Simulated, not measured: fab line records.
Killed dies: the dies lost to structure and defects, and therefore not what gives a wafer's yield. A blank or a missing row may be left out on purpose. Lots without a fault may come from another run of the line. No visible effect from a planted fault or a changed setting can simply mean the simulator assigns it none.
fab line records | flow nand-harc
record: lots: 24 wafers: 72 last-day: 34
route steps=1302 shown A_CHANNEL_FILL_D2@627 A_STAIRCASE@652
lots with no fault: from the same line, run without faults
start-h: hours from the record's first day to the start of the lot's first wafer shown | wait-h: how many hours have passed since the lot's step before this one | " unchanged from the row above | L1.1+2: several wafers, shown together as one row | - no value, or no start given | * or withheld: withheld | < > ~ a bound
route shown NAME@n: NAME is a module with steps in the file, n the number in the route of the first one | usual: mean/standard deviation of fault-free wafers | same: alike in all rows | chamber/n: place in a boat | sites: each site's reading | _std_site: the standard deviation of these | _edge_site: outer sites' mean less inner sites' | radius-mm: for every site, how far away it sits from the centre of the wafer | mask NAME#n: copy n | behind: tool/chamber where the wafer was last shaped | hold: reason for holding the lot/hours on hold/outcome of the hold | device: names the non-switching transistor (n, p or np) | end of line: the tests these same wafers got at the end of their route | a step given without rows: its recipe and nothing more | killed: at the first sort, the dies lost to defects and structure; wafer yield is something else | map: per-die view of a wafer (x killed, . not killed, _ where there is no die)
set.NAME: the setting as run; set.NAME@STEP: as run at that earlier step | model.NAME: the simulator's own value behind a step, which no gauge read
steps of the route over a sample of lots; a table a step, a row a wafer
services: a tool's chamber out of use, with start hour (start-h, from the record's first day; less than 0 if before it), hours out, and reason
== steps ==
step: NHARC_A_CHANNEL_FILL_D2_ALD_25
recipe: target-thk-a: 600 pulse-time-s: 10 ald-cycles: 600 temp-c: 300 material: SiOx
usual: heater-power-w: 496/44 precursor-pulse-height-rel: 1.001/0.019
columns lot.wafer tool chamber start-h wait-h heater-power-w precursor-pulse-height-rel since-wet-clean-h
L074.2 ald-hk-03 1 339.25 0.1 567 1.026 118
L074.5 " 1 341.73 2.5 579 1.026 -
L074.6 " 2 " " 491 1.007 -
L075.2 ald-hk-01 1 353.93 0.1 451 1.025 43
L075.1 " 2 " " 508 1.013 44
L075.5 " 1 356.38 2.5 437 0.985 -
L076.4 ald-hk-03 1 353.93 0.0 558 0.984 133
L076.3 " 2 " " 482 0.989 134
L076.1 " 0 355.77 1.9 464 1.011 135
L077.4 ald-hk-04 3 354.56 0.7 476 1.037 90
L077.1 " 1 355.81 1.9 474 1.006 92
L077.5 " 3 357.06 3.2 460 0.994 -
L078.2 ald-hk-03 2 386.49 0.1 502 0.994 166
L078.1 " 3 " " 609 1.014 166
L078.5 " 3 389.58 3.1 609 1.003 -
L079.2 ald-hk-01 2 386.49 0.1 507 1.010 76
L079.6 " 2 388.94 2.5 511 1.004 -
L079.5 " 3 " " 486 0.997 -
L080.1 ald-hk-03 3 406.13 1.3 611 1.016 7
L080.2 " 0 " " 453 0.991 8
L080.5 " 2 407.97 3.1 474 0.977 -
L081.2 ald-hk-01 2 418.60 0.1 517 1.022 108
L081.1 " 3 " " 489 1.005 108
L081.4 " 0 " " 510 0.989 109
L083.2 ald-hk-01 0 425.09 1.9 523 1.014 114
L083.6 " 1 " " 445 0.998 -
L083.5 " 2 " " 522 0.995 -
L082.3 ald-hk-04 0 429.13 0.7 448 1.009 165
L082.2 " 1 " " 481 0.979 166
L082.5 " 3 430.95 2.5 474 1.006 -
L084.3 ald-hk-01 3 439.31 1.3 497 0.984 129
L084.1 " 0 " " 506 0.992 129
L084.5 " 1 " " 454 0.978 -
L086.4 ald-hk-01 0 446.11 0.7 512 1.022 135
L086.5 " 3 447.94 2.5 498 1.054 -
L086.6 " 0 " " 512 1.007 -
L085.1 ald-hk-01 0 454.41 0.1 507 1.016 144
L085.2 " 1 " " 464 1.028 144
L085.6 " 1 457.52 3.2 455 1.014 -
L089.3 ald-hk-01 2 479.59 0.1 516 1.002 169
L089.6 " 2 482.06 2.5 511 0.998 -
L089.5 " 3 " " 472 1.038 -
L088.3 ald-hk-04 0 480.21 0.7 463 0.978 38
L088.1 " 1 " " 501 1.001 39
L088.6 " 0 482.70 3.2 449 0.975 -
L087.3 ald-hk-03 2 485.24 0.0 476 1.005 86
L087.1 " 1 487.10 1.9 549 1.007 88
L087.5 " 3 488.34 3.2 619 1.012 -
L091.1 ald-hk-01 2 504.71 0.1 520 0.977 13
L091.3 " 0 505.94 1.3 516 0.985 14
L091.6 " 3 507.79 3.1 508 1.035 -
L090.3 ald-hk-04 1 505.34 0.7 491 1.001 63
L090.1 " 3 506.59 1.9 478 0.982 64
L090.5 " 0 " " 458 0.986 -
L092.4 ald-hk-03 2 519.29 0.0 478 1.003 120
L092.3 " 0 520.54 1.3 444 1.006 122
L092.6 " 2 521.78 2.5 491 1.023 -
L093.4 ald-hk-04 2 519.30 0.1 443 0.987 77
L093.1 " 0 520.51 1.3 458 1.000 78
L093.6 " 2 521.72 2.5 449 0.982 -
L094.3 ald-hk-01 0 552.42 0.1 536 0.999 60
L094.1 " 1 " " 427 0.984 61
L094.4 " 2 " " 546 1.029 62
L095.4 ald-hk-04 0 552.42 0.1 456 1.008 110
L095.1 " 3 554.24 1.9 487 1.042 112
L095.5 " 0 " " 459 1.012 -
L097.4 ald-hk-01 1 568.45 0.1 431 1.002 76
L097.2 " 3 570.92 2.5 503 1.018 79
L097.5 " 1 573.40 5.0 429 1.029 -
L096.2 ald-hk-04 1 573.81 5.4 488 0.998 132
L096.3 " 0 577.59 9.2 457 1.002 135
L096.5 " 2 580.11 11.7 449 0.977 -
step: NHARC_A_CHANNEL_FILL_D2_STRIP_29
recipe: time-s: 20 o2-flow-sccm: 500 ar-flow-sccm: 0 bias-w: 0 chemistry: O2
usual: drypump-motor-current-A: 5.8/0.53 oes-product-au: 0.999/0.01 rf-vpp-V: 57.8/0.91 showerhead-plenum-p-Torr: 3.54/0.15 throttle-valve-pct: 17.037/0.0089
columns lot.wafer tool chamber start-h wait-h drypump-motor-current-A oes-product-au rf-hours-counter-h rf-vpp-V showerhead-plenum-p-Torr throttle-valve-pct
L074.2 rie-diel-06 3 - - 6.4 1.008 0 57.4 3.60 17.043
L074.6 " 1 " " 5.2 1.004 - 58.2 3.58 17.046
L074.5 " 2 " " 6.1 1.004 - 59.8 3.78 17.016
L076.1 rie-diel-06 3 - - 6.5 1.007 1 56.8 3.60 17.033
L076.4 " 0 " " 5.6 0.972 1 57.7 3.34 17.029
L076.3 " 1 " " 5.2 0.991 1 57.1 3.58 17.044
L075.1 rie-diel-05 1 - - 5.0 0.994 4 58.6 3.57 17.037
L075.2 " 0 " " 6.3 0.981 3 57.3 3.47 17.040
L075.5 " 1 " " 5.0 0.984 - 55.9 3.57 17.025
L077.1 rie-diel-12 1 359.73 0.2 6.4 0.980 15 58.2 3.41 17.038
L077.5 " 1 " " 6.4 0.988 - 57.9 3.41 17.043
L077.4 " 3 " " 6.4 1.004 - 58.7 3.49 17.046
L079.2 rie-diel-06 0 - - 5.6 0.996 2 55.6 3.34 17.034
L079.5 " 0 " " 5.6 0.989 - 57.3 3.34 17.039
L079.6 " 1 " " 5.2 0.995 - 56.6 3.58 17.038
L078.2 rie-diel-05 1 - - 4.9 0.995 5 57.7 3.57 17.038
L078.1 " 2 " " 5.5 1.009 6 58.5 3.73 17.033
L078.5 " 0 " " 6.3 0.975 - 58.1 3.47 17.044
L080.2 rie-diel-06 3 - - 6.4 1.006 2 58.4 3.60 17.032
L080.1 " 0 " " 5.6 0.981 2 57.6 3.34 17.036
L080.5 " 2 " " 6.1 1.001 - 57.1 3.78 17.034
L081.4 rie-diel-06 2 - - 6.1 1.003 2 59.1 3.78 17.041
L081.1 " 3 " " 6.5 0.999 2 56.8 3.60 17.038
L081.2 " 0 " " 5.6 0.988 2 58.0 3.34 17.022
L083.2 rie-diel-06 2 - - 6.2 1.007 2 58.6 3.78 17.038
L083.6 " 2 " " 6.2 1.006 - 57.3 3.78 17.039
L083.5 " 3 " " 6.4 1.008 - 57.7 3.60 17.044
L082.2 rie-diel-06 3 - - 6.4 1.013 3 57.6 3.60 17.058
L082.3 " 0 " " 5.6 0.993 3 57.1 3.34 17.033
L082.5 " 3 " " 6.4 1.019 - 58.3 3.60 17.052
L084.1 rie-diel-06 1 - - 5.2 0.996 3 57.6 3.58 17.032
L084.3 " 3 " " 6.4 1.014 3 58.2 3.60 17.047
L084.5 " 1 " " 5.2 0.996 - 57.8 3.58 17.056
L086.4 rie-diel-06 3 - - 6.5 1.007 3 58.5 3.60 17.043
L086.6 " 1 " " 5.2 0.972 - 58.3 3.58 17.041
L086.5 " 2 " " 6.2 1.003 - 59.4 3.78 17.032
L085.1 rie-diel-05 0 - - 6.4 0.984 1 57.3 3.47 17.037
L085.2 " 1 " " 4.9 0.997 1 58.7 3.57 17.042
L085.6 " 0 " " 6.3 0.988 - 59.1 3.47 17.028
L089.3 rie-diel-05 3 - - 5.6 1.003 2 58.5 3.38 17.030
L089.6 " 0 " " 6.3 0.989 - 57.4 3.47 17.024
L089.5 " 1 " " 4.9 0.969 - 57.8 3.57 17.034
L088.1 rie-diel-12 3 - - 6.4 1.005 5 58.0 3.48 17.030
L088.3 " 1 " " 6.4 1.006 5 58.3 3.40 17.036
L088.6 " 0 " " 5.6 0.996 - 56.9 3.28 17.048
L087.1 rie-diel-12 3 - - 6.4 0.996 5 56.3 3.48 17.030
L087.3 " 1 " " 6.4 1.005 5 56.8 3.40 17.038
L087.5 " 0 " " 5.6 0.992 - 56.6 3.28 17.034
L091.3 rie-diel-06 2 - - 6.2 0.988 1 58.3 3.78 17.015
L091.1 " 0 " " 5.6 0.997 0 58.8 3.34 17.037
L091.6 " 1 " " 5.2 0.991 - 57.1 3.58 17.023
L090.3 rie-diel-05 2 - - 5.5 1.009 2 57.5 3.73 17.033
L090.1 " 0 " " 6.3 0.992 2 57.7 3.47 17.037
L090.5 " 1 " " 5.0 0.995 - 57.0 3.57 17.030
L093.1 rie-diel-05 2 524.97 0.2 5.5 1.009 2 58.9 3.73 17.041
L093.6 " 2 " " 5.5 1.013 - 58.2 3.73 17.037
L093.4 " 0 " " 6.3 0.996 - 59.3 3.47 17.051
L092.3 rie-diel-12 3 525.06 0.1 6.3 1.012 12 57.6 3.48 17.036
L092.6 " 3 " " 6.4 1.020 - 60.1 3.48 17.050
L092.4 " 0 " " 5.6 1.004 - 57.7 3.28 17.024
L095.4 rie-diel-06 0 - - 5.6 0.995 2 57.4 3.34 17.044
L095.1 " 1 " " 5.2 0.998 2 57.8 3.58 17.044
L095.5 " 0 " " 5.6 0.993 - 57.8 3.34 17.051
L094.3 rie-diel-12 1 - - 6.4 1.004 19 57.3 3.40 17.052
L094.4 " 2 " " 5.2 1.009 14 58.8 3.53 17.020
L094.1 " 0 " " 5.6 0.998 19 57.2 3.27 17.024
L097.2 rie-diel-05 2 - - 5.5 1.017 3 58.1 3.73 17.049
L097.4 " 3 " " 5.6 1.019 3 56.4 3.38 17.054
L097.5 " 1 " " 4.9 0.989 - 57.5 3.57 17.043
L096.2 rie-diel-06 0 - - 5.6 1.002 3 57.1 3.34 17.047
L096.3 " 3 " " 6.4 1.009 3 57.9 3.60 17.041
L096.5 " 1 " " 5.2 1.001 - 59.0 3.58 17.047
step: NHARC_A_CHANNEL_FILL_D2_INSPECT_13
usual: raw-defect-count: 371/130
columns lot.wafer tool chamber start-h wait-h raw-defect-count
L074.2 defect-inspect-02 - 351.33 0.1 588
L074.5 " - " " 601
L074.6 " - " " 602
L075.1 defect-inspect-02 - 365.80 0.2 479
L075.2 " - " " 410
L075.5 " - " " 393
L076.1 defect-inspect-02 - 365.97 0.2 265
L076.3 " - " " 650
L076.4 " - " " 337
L077.1 defect-inspect-01 - 365.98 0.2 502
L077.4 " - " " 312
L077.5 " - " " 411
L078.1 defect-inspect-02 - 398.36 0.2 449
L078.2 " - " " 316
L078.5 " - " " 424
L079.2 defect-inspect-02 - 398.53 0.1 316
L079.5 " - " " 419
L079.6 " - " " 454
L080.1 defect-inspect-01 - 416.81 0.2 435
L080.2 " - " " 279
L080.5 " - " " 324
L081.1 defect-inspect-01 - 430.50 0.2 354
L081.2 " - " " 397
L081.4 " - " " 535
L083.2 defect-inspect-02 - 436.05 0.1 311
L083.5 " - " " 313
L083.6 " - " " 487
L082.2 defect-inspect-01 - 440.46 0.1 307
L082.3 " - " " 349
L082.5 " - " " 353
L084.1 defect-inspect-01 - 450.12 0.2 235
L084.3 " - " " 399
L084.5 " - " " 327
L086.4 defect-inspect-02 - 457.52 0.1 333
L086.5 " - " " 424
L086.6 " - " " 284
L085.1 defect-inspect-01 - 466.43 0.2 276
L085.2 " - " " 210
L085.6 " - " " 242
L089.3 defect-inspect-01 - 491.54 0.1 303
L089.5 " - " " 294
L089.6 " - " " 313
L088.1 defect-inspect-02 - 491.70 0.2 229
L088.3 " - " " 238
L088.6 " - " " 334
L087.1 defect-inspect-02 - 497.13 0.2 220
L087.3 " - " " 353
L087.5 " - " " 360
L090.1 defect-inspect-02 - 516.60 0.2 376
L090.3 " - " " 421
L090.5 " - " " 335
L091.1 defect-inspect-01 - 516.61 0.2 213
L091.3 " - " " 347
L091.6 " - " " 254
L093.1 defect-inspect-02 - 531.16 0.2 301
L093.4 " - " " 245
L093.6 " - " " 262
L092.3 defect-inspect-01 - 531.17 0.1 330
L092.4 " - " " 412
L092.6 " - " " 287
L094.1 defect-inspect-02 - 564.29 0.2 490
L094.3 " - " " 508
L094.4 " - " " 448
L095.1 defect-inspect-01 - 564.44 0.2 327
L095.4 " - " " 386
L095.5 " - " " 199
L097.2 defect-inspect-02 - 584.71 0.1 618
L097.4 " - " " 675
L097.5 " - " " 420
L096.2 defect-inspect-02 - 589.57 0.1 251
L096.3 " - " " 266
L096.5 " - " " 197
step: NHARC_A_STAIRCASE_ETCH_170
recipe: target-depth-a: 2000 time-s: 66.667 ion-energy-ev: 250 c4f6-flow-sccm: 25 o2-flow-sccm: 20 ar-flow-sccm: 500 rf-w: 600 bias-w: 500 chemistry: C4F6/O2
usual: drypump-motor-current-A: 5.79/0.29 oes-product-au: 0.970/0.016 rf-vpp-V: 546/3.4 showerhead-plenum-p-Torr: 3.87/0.17 throttle-valve-pct: 26.905/0.0091
columns lot.wafer tool chamber start-h wait-h drypump-motor-current-A oes-product-au rf-hours-counter-h rf-vpp-V showerhead-plenum-p-Torr throttle-valve-pct
L074.2 rie-diel-11 3 - - 5.91 0.966 22 546 3.87 26.915
L074.5 " 0 " " 6.22 0.967 - 542 3.67 26.897
L074.6 " 1 " " 5.47 0.982 - 548 3.99 26.911
L075.2 rie-diel-13 2 - - 6.19 0.981 5 541 3.67 26.897
L075.1 " 3 " " 5.45 0.968 8 545 3.79 26.898
L075.5 " 0 " " 5.74 0.983 - 546 3.88 26.914
L076.3 rie-diel-11 2 - - 5.93 0.960 30 546 3.82 26.900
L076.1 " 3 " " 5.91 0.975 26 546 3.87 26.907
L076.4 " 0 " " 6.23 0.956 31 541 3.67 26.903
L077.4 rie-diel-13 0 - - 5.73 0.981 9 547 3.88 26.906
L077.1 " 2 " " 6.20 0.974 5 541 3.67 26.898
L077.5 " 0 " " 5.72 0.984 - 546 3.88 26.904
L078.1 rie-diel-10 0 - - 5.59 0.978 55 545 3.89 26.893
L078.2 " 1 " " 5.55 0.974 49 546 3.93 26.906
L078.5 " 3 " " 6.03 0.978 - 543 3.78 26.892
L079.2 rie-diel-13 2 - - 6.20 0.940 13 541 3.66 26.885
L079.5 " 0 " " 5.74 0.946 - 546 3.88 26.903
L079.6 " 1 " " 5.66 0.944 - 543 3.71 26.921
L080.1 rie-diel-10 2 - - 5.28 0.985 53 542 3.63 26.901
L080.2 " 0 " " 5.61 0.972 62 546 3.89 26.910
L080.5 " 3 " " 6.04 0.977 - 543 3.77 26.884
L081.2 rie-diel-11 2 - - 5.94 0.939 46 546 3.81 26.907
L081.1 " 0 " " 6.19 0.939 54 542 3.66 26.913
L081.4 " 1 " " 5.50 0.945 52 547 3.97 26.916
L083.2 rie-diel-13 1 - - 5.64 0.962 25 542 3.71 26.892
L083.5 " 2 " " 6.20 0.968 - 544 3.65 26.920
L083.6 " 1 " " 5.64 0.959 - 542 3.71 26.915
L082.2 rie-diel-10 1 - - 5.59 0.958 4 546 3.93 26.910
L082.3 " 2 " " 5.35 0.974 4 553 4.22 26.919
L082.5 " 1 " " 5.57 0.956 - 547 3.93 26.912
L084.1 rie-diel-13 3 - - 5.44 0.970 35 545 3.78 26.908
L084.3 " 0 " " 5.74 0.988 34 547 3.87 26.899
L084.5 " 0 " " 5.71 0.985 - 545 3.87 26.907
L086.4 rie-diel-11 3 - - 5.91 0.984 7 546 3.85 26.898
L086.5 " 3 " " 5.92 0.983 - 546 3.85 26.896
L086.6 " 0 " " 6.21 0.962 - 553 4.22 26.920
L085.2 rie-diel-11 0 - - 6.21 0.972 9 553 4.22 26.908
L085.1 " 1 " " 5.48 0.974 7 547 3.97 26.901
L085.6 " 0 " " 6.23 0.980 - 552 4.22 26.911
L089.3 rie-diel-10 3 - - 6.04 0.981 22 543 3.76 26.898
L089.6 " 2 " " 5.33 0.985 - 551 4.21 26.909
L089.5 " 3 " " 6.04 0.979 - 543 3.76 26.914
L088.1 rie-diel-11 1 - - 5.48 0.976 15 548 3.96 26.896
L088.3 " 3 " " 5.90 0.979 17 545 3.85 26.908
L088.6 " 0 " " 6.21 0.978 - 552 4.22 26.902
L087.3 rie-diel-11 3 - - 5.93 0.952 18 547 3.84 26.899
L087.1 " 2 " " 5.95 0.974 15 544 3.80 26.919
L087.5 " 0 " " 6.24 0.950 - 553 4.21 26.919
L090.3 rie-diel-10 0 - - 5.61 0.986 23 545 3.87 26.899
L090.1 " 2 " " 5.29 0.997 26 553 4.21 26.894
L090.5 " 3 " " 6.04 1.002 - 543 3.76 26.889
L091.3 rie-diel-13 0 - - 5.75 0.956 59 545 3.85 26.915
L091.1 " 1 " " 5.65 0.952 49 542 3.69 26.900
L091.6 " 1 " " 5.64 0.953 - 542 3.69 26.921
L093.1 rie-diel-11 0 - - 6.23 0.972 36 552 4.20 26.912
L093.4 " 3 " " 5.93 0.991 35 545 3.84 26.916
L093.6 " 0 " " 6.21 0.980 - 553 4.20 26.905
L092.3 rie-diel-11 3 - - 5.92 0.964 35 543 3.84 26.870
L092.4 " 1 " " 5.48 0.935 19 547 3.96 26.899
L092.6 " 3 " " 5.92 0.966 - 546 3.84 26.896
L094.1 rie-diel-10 2 - - 5.29 0.979 42 553 4.20 26.902
L094.3 " 0 " " 5.58 0.999 40 546 3.86 26.899
L094.4 " 1 " " 5.52 0.998 42 547 3.90 26.896
L095.1 rie-diel-13 2 - - 6.22 0.999 14 551 4.22 26.908
L095.4 " 0 " " 5.74 0.976 14 547 3.84 26.918
L095.5 " 2 " " 6.21 0.994 - 553 4.22 26.902
L097.4 rie-diel-11 3 - - 5.91 0.987 46 545 3.83 26.914
L097.2 " 0 " " 6.20 0.978 47 553 4.20 26.905
L097.5 " 1 " " 5.46 0.965 - 546 3.95 26.907
L096.3 rie-diel-13 0 - - 5.74 0.994 24 545 3.84 26.895
L096.2 " 1 " " 5.65 0.944 22 543 3.68 26.907
L096.5 " 0 " " 5.73 1.001 - 546 3.84 26.904
step: NHARC_A_STAIRCASE_STRIP_171
recipe: power-w: 1500 temp-c: 250 chemistry: O2
usual: drypump-motor-current-A: 5.76/0.15 heater-power-w: 322/23
columns lot.wafer tool chamber start-h wait-h drypump-motor-current-A heater-power-w rf-hours-counter-h
L074.2 plasma-asher-01 1 352.63 - 5.57 357 0
L074.6 " 0 " " 5.85 300 -
L074.5 " 1 " " 5.59 348 -
L075.2 plasma-asher-01 1 367.17 - 5.55 354 3
L075.1 " 0 " " 5.84 304 3
L075.5 " 1 " " 5.57 357 -
L076.1 plasma-asher-02 0 367.38 - 5.68 305 25
L076.4 " 1 " " 5.94 330 -
L076.3 " 0 " " 5.68 298 -
L077.1 plasma-asher-01 0 367.50 - 5.80 300 3
L077.4 " 0 " " 5.81 303 -
L077.5 " 1 " " 5.58 356 -
L078.2 plasma-asher-01 1 399.60 - 5.59 354 8
L078.1 " 0 " " 5.81 304 8
L078.5 " 0 " " 5.82 306 -
L079.2 plasma-asher-02 0 400.40 - 5.68 297 30
L079.5 " 1 " " 5.96 343 -
L079.6 " 0 " " 5.67 300 -
L080.1 plasma-asher-01 0 418.19 - 5.83 302 13
L080.2 " 1 " " 5.58 349 13
L080.5 " 0 " " 5.83 306 -
L081.2 plasma-asher-01 0 431.76 - 5.83 306 15
L081.1 " 1 " " 5.56 356 15
L081.4 " 0 " " 5.83 309 -
L083.2 plasma-asher-01 1 437.51 - 5.57 351 17
L083.5 " 0 " " 5.83 305 -
L083.6 " 1 " " 5.55 348 -
L082.2 plasma-asher-02 1 443.40 - 5.96 328 3
L082.3 " 1 " " 5.96 337 -
L082.5 " 1 " " 5.96 332 -
L084.1 plasma-asher-01 1 453.39 - 5.56 353 20
L084.3 " 0 " " 5.82 309 -
L084.5 " 0 " " 5.82 306 -
L086.4 plasma-asher-01 1 458.98 - 5.60 338 -
L086.6 " 0 " " 5.86 304 -
L086.5 " 1 " " 5.61 354 -
L085.1 plasma-asher-02 0 467.68 - 5.67 289 8
L085.2 " 1 " " 6.00 328 8
L085.6 " 0 " " 5.68 296 -
L089.3 plasma-asher-02 1 492.92 - 6.00 339 -
L089.6 " 0 " " 5.68 290 -
L089.5 " 1 " " 6.00 333 -
L088.1 plasma-asher-01 1 493.07 - 5.56 350 28
L088.3 " 1 " " 5.54 358 -
L088.6 " 0 " " 5.82 303 -
L087.1 plasma-asher-02 0 498.42 - 5.68 289 13
L087.3 " 1 " " 5.96 337 -
L087.5 " 1 " " 5.95 331 -
L090.1 plasma-asher-02 0 518.13 - 5.68 300 17
L090.3 " 0 " " 5.66 299 -
L090.5 " 1 " " 5.97 331 -
L091.1 plasma-asher-01 1 518.41 - 5.57 352 34
L091.3 " 0 " " 5.82 302 -
L091.6 " 0 " " 5.84 305 -
L093.1 plasma-asher-01 0 532.54 - 5.82 330 1
L093.4 " 1 " " 5.55 327 -
L093.6 " 1 " " 5.55 316 -
L092.4 plasma-asher-02 0 532.86 - 5.68 292 -
L092.3 " 1 " " 5.99 332 -
L092.6 " 0 " " 5.66 292 -
L094.1 plasma-asher-02 0 565.53 - 5.65 293 27
L094.3 " 0 " " 5.67 296 -
L094.4 " 1 " " 5.98 335 -
L095.1 plasma-asher-01 0 565.86 - 5.84 326 7
L095.4 " 1 " " 5.55 311 -
L095.5 " 0 " " 5.81 335 -
L097.2 plasma-asher-02 0 586.15 - 5.69 293 31
L097.4 " 0 " " 5.69 294 -
L097.5 " 0 " " 5.67 287 -
L096.2 plasma-asher-02 1 590.94 - 5.97 332 32
L096.3 " 0 " " 5.66 298 -
L096.5 " 0 " " 5.65 297 -
step: NHARC_A_STAIRCASE_ETCH_17
recipe: target-depth-a: 1000 time-s: 40.5 ion-energy-ev: 400 c4f8-flow-sccm: 20 o2-flow-sccm: 10 ar-flow-sccm: withheld rf-w: 600 bias-w: 1000 chemistry: C4F8/O2
usual: oes-product-au: 0.940/0.0092 rf-vpp-V: 894/5.5
columns lot.wafer tool chamber start-h wait-h oes-product-au rf-hours-counter-h rf-vpp-V
L074.2 rie-diel-10 3 - - 0.961 33 892
L074.5 " 1 " " 0.939 - 896
L074.6 " 2 " " 0.945 - 886
L075.1 rie-diel-13 3 - - 0.944 9 890
L075.2 " 1 " " 0.928 6 888
L075.5 " 3 " " 0.946 - 891
L076.3 rie-diel-13 1 - - 0.938 6 889
L076.4 " 2 " " 0.953 6 887
L076.1 " 3 " " 0.934 9 890
L077.1 rie-diel-10 2 - - 0.950 36 886
L077.4 " 0 " " 0.932 45 894
L077.5 " 3 " " 0.945 - 890
L078.1 rie-diel-10 0 - - 0.934 55 895
L078.2 " 1 " " 0.928 50 898
L078.5 " 1 " " 0.933 - 896
L079.2 rie-diel-10 2 - - 0.932 47 888
L079.5 " 2 " " 0.932 - 885
L079.6 " 3 " " 0.935 - 891
L080.1 rie-diel-10 3 - - 0.947 58 891
L080.2 " 1 " " 0.933 56 896
L080.5 " 3 " " 0.942 - 890
L081.1 rie-diel-13 3 - - 0.938 25 890
L081.2 " 1 " " 0.924 25 888
L081.4 " 1 " " 0.931 - 889
L083.2 rie-diel-10 2 - - 0.935 1 904
L083.5 " 2 " " 0.929 - 905
L083.6 " 1 " " 0.928 - 895
L082.2 rie-diel-11 1 - - 0.934 0 896
L082.3 " 2 " " 0.939 0 892
L082.5 " 3 " " 0.954 - 894
L084.1 rie-diel-10 0 - - 0.933 4 894
L084.3 " 3 " " 0.957 12 891
L084.5 " 1 " " 0.932 - 896
L086.4 rie-diel-13 3 - - 0.928 40 891
L086.5 " 0 " " 0.942 - 893
L086.6 " 1 " " 0.936 - 890
L085.1 rie-diel-13 0 - - 0.933 40 895
L085.2 " 2 " " 0.932 40 886
L085.6 " 1 " " 0.923 - 887
L089.3 rie-diel-13 3 - - 0.942 52 891
L089.6 " 3 " " 0.941 - 890
L089.5 " 0 " " 0.933 - 893
L088.1 rie-diel-10 0 - - 0.955 16 894
L088.3 " 1 " " 0.955 19 895
L088.6 " 3 " " 0.946 - 891
L087.3 rie-diel-10 3 - - 0.955 24 891
L087.1 " 0 " " 0.930 18 894
L087.5 " 2 " " 0.944 - 904
L090.3 rie-diel-10 1 - - 0.940 26 894
L090.1 " 2 " " 0.944 27 906
L090.5 " 0 " " 0.944 - 894
L091.3 rie-diel-10 2 - - 0.948 28 905
L091.1 " 0 " " 0.951 25 894
L091.6 " 3 " " 0.942 - 891
L093.4 rie-diel-10 2 - - 0.949 38 905
L093.1 " 3 " " 0.956 39 891
L093.6 " 0 " " 0.951 - 892
L092.4 rie-diel-10 1 - - 0.939 36 896
L092.3 " 3 " " 0.959 39 891
L092.6 " 1 " " 0.944 - 896
L094.3 rie-diel-10 1 - - 0.952 43 895
L094.4 " 2 " " 0.945 43 904
L094.1 " 0 " " 0.956 41 894
L095.1 rie-diel-10 3 - - 0.945 46 890
L095.4 " 2 " " 0.936 43 905
L095.5 " 3 " " 0.936 - 891
L097.2 rie-diel-11 1 - - 0.937 34 897
L097.4 " 2 " " 0.932 43 891
L097.5 " 2 " " 0.929 - 891
L096.3 rie-diel-13 3 - - 0.929 23 890
L096.2 " 1 " " 0.916 23 889
L096.5 " 0 " " 0.947 - 891
== services ==
columns tool chamber start-h hours kind
rie-diel-11 3 315.85 8.3 repair
rie-diel-13 3 316.00 31.6 repair
plasma-asher-01 - 342.00 9.0 pm
rie-diel-13 - 342.02 9.0 pm
rie-diel-10 3 360.61 7.2 repair
plasma-asher-01 - 361.75 2.6 repair
plasma-asher-01 - 401.02 3.7 repair
plasma-asher-02 - 402.38 0.7 repair
ald-hk-01 - 416.20 0.6 repair
rie-diel-10 - 420.98 9.0 pm
plasma-asher-02 - 426.27 9.0 pm
rie-diel-13 0 428.43 10.0 repair
rie-diel-11 - 435.73 9.0 pm
rie-diel-10 1 447.44 2.5 repair
rie-diel-06 - 480.21 0.5 repair
rie-diel-06 - 484.28 9.0 pm
rie-diel-13 1 490.52 16.3 repair
rie-diel-11 1 513.47 17.3 repair
plasma-asher-01 - 519.00 9.0 pm
rie-diel-13 - 519.02 9.0 pm
rie-diel-06 - 522.59 0.5 repair
rie-diel-13 1 533.64 5.1 repair
rie-diel-10 - 552.61 1.2 repair
rie-diel-06 0 568.33 4.0 repair
== key ==
fault none
